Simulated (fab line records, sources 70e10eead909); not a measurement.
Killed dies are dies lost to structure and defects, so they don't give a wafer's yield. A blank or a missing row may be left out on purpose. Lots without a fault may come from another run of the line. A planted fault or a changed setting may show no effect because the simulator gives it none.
Chamber matching | flow nand_harc | NHARC_A_CHANNEL_HOLE_D1_ETCH_44 on rie_diel-01: 4 sister chambers
The step etches the open film in CF4/O2, target depth 140 nm, overetch 14 nm, time 77 s. 8 wafers are shown with their chamber, then 9 later ones without.

WAFERS WITH THEIR CHAMBER
wafer  | chamber | drypump_motor_current_A (A) | rf_vpp_V (V)
L287.3 | 0       | 5.64                        | 200.0
L287.5 | 3       | 5.28                        | 195.7
L288.2 | 3       | 5.29                        | 196.5
L288.4 | 1       | 5.35                        | 198.1
L288.6 | 0       | 5.63                        | 199.7
L289.2 | 2       | 5.67                        | 199.2
L289.5 | 1       | 5.34                        | 196.9
L289.6 | 2       | 5.64                        | 199.0

WAFERS WITHOUT THEIR CHAMBER
wafer  | drypump_motor_current_A (A) | rf_vpp_V (V)
L291.2 | 5.29                        | 194.8
L291.3 | 5.64                        | 199.2
L291.4 | 5.68                        | 199.5
L298.2 | 5.37                        | 197.0
L298.4 | 5.60                        | 199.9
L298.6 | 5.35                        | 197.7
L299.2 | 5.34                        | 198.3
L299.4 | 5.26                        | 196.6
L299.6 | 5.60                        | 199.0

WHICH CHAMBER EACH WENT THROUGH
wafer  | from the rows above     | in truth
L291.2 | 3                       | 3
L291.3 | can't be placed: 2 or 0 | 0
L291.4 | can't be placed: 2 or 0 | 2
L298.2 | 1                       | 1
L298.4 | can't be placed: 0 or 2 | 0
L298.6 | 1                       | 1
L299.2 | 1                       | 1
L299.4 | 3                       | 3
L299.6 | can't be placed: 0 or 2 | 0
Placed correctly: 5 of 9. Can't be placed from these rows: 4 (the true chamber is among the candidates in 4). Placed wrongly: 0.
How it was worked out, from the rows above alone: a wafer's distance from a chamber is the root of the sum, over the readings, of the square of ((its reading less the chamber's mean) divided by the reading's scatter). The wafer belongs to the nearest chamber; if the next one is less than 2 further off, it can't be placed. A chamber's mean is the mean of its shown wafers. The scatter: the root of (the sum of the squares of (reading less its chamber's mean) over the shown wafers, divided by (wafers less chambers)).
